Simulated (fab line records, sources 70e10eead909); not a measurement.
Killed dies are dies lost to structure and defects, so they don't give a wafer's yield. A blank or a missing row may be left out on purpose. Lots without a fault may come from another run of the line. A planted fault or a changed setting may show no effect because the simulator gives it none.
Which tool did it? | flow nand_harc | 7 lots, 21 wafers sampled, at 3 steps of a route of 1159

WHAT THE GAUGES READ, wafer by wafer
NHARC_END_SORT_01.
lot  | measured     | on        | killed_open
L172 | day 21 11:17 | prober-01 | 1 6 3
L174 | day 22 10:04 | prober-02 | 3 2 3

WHICH TOOL RAN EACH LOT (tool, then ch and the chambers of the sampled wafers, then the start)
lot  | NHARC_P_BONDPAD_CMP_19        | NHARC_A_ZERO_WELL_ETCH_13
L165 | cmp-03 ch 0,2, day 7 02:37    | rie_si-03 ch 0,1,2, day 7 04:52
L168 | cmp-04 ch 1,2,3, day 7 16:32  | rie_si-01 ch 0,3, day 7 18:41
L169 | cmp-04 ch 0,2, day 8 06:24    | rie_si-06 ch 0,1,3, day 8 08:38
L172 | cmp-01 ch 0,2, day 9 03:13    | rie_si-01 ch 0,1,3, day 9 05:19
L174 | cmp-01 ch 0,1,2, day 9 23:21  | rie_si-06 ch 0,1,3, day 10 01:32
L182 | cmp-04 ch 0,3, day 11 14:42   | rie_si-06 ch 0,1,2, day 11 17:02
L185 | cmp-04 ch 0,1,3, day 12 03:49 | rie_si-01 ch 0,1,3, day 12 06:01
- NHARC_P_BONDPAD_CMP_19: polishes, t overpolish 30 s, cu recess touch 16 s, target thk 160.81 nm.
- NHARC_A_ZERO_WELL_ETCH_13: etches the open film in HBr/Cl2, target depth 120 nm, time 40.1 s.

THE ANSWER, worked out from the rows above alone
Rule: what is usual is taken from the lots themselves. Put in order of their means at a reading, lots are off if they are a third of the lots or fewer, leave a main group of 4 or more, and stand apart from it by a gap of 3 or more times the standard deviation of the main group's means; of several such gaps the widest counts. A main group whose means are all the same, to the digits that the tables above print for the reading, isn't used. A lot without any number at a reading at which 4 lots or more have one is off too. The other lots that the step has rows for count as sound.
No lot is off at any reading shown: from this, nothing can be told.

WHAT THE SIMULATOR HAD PUT IN
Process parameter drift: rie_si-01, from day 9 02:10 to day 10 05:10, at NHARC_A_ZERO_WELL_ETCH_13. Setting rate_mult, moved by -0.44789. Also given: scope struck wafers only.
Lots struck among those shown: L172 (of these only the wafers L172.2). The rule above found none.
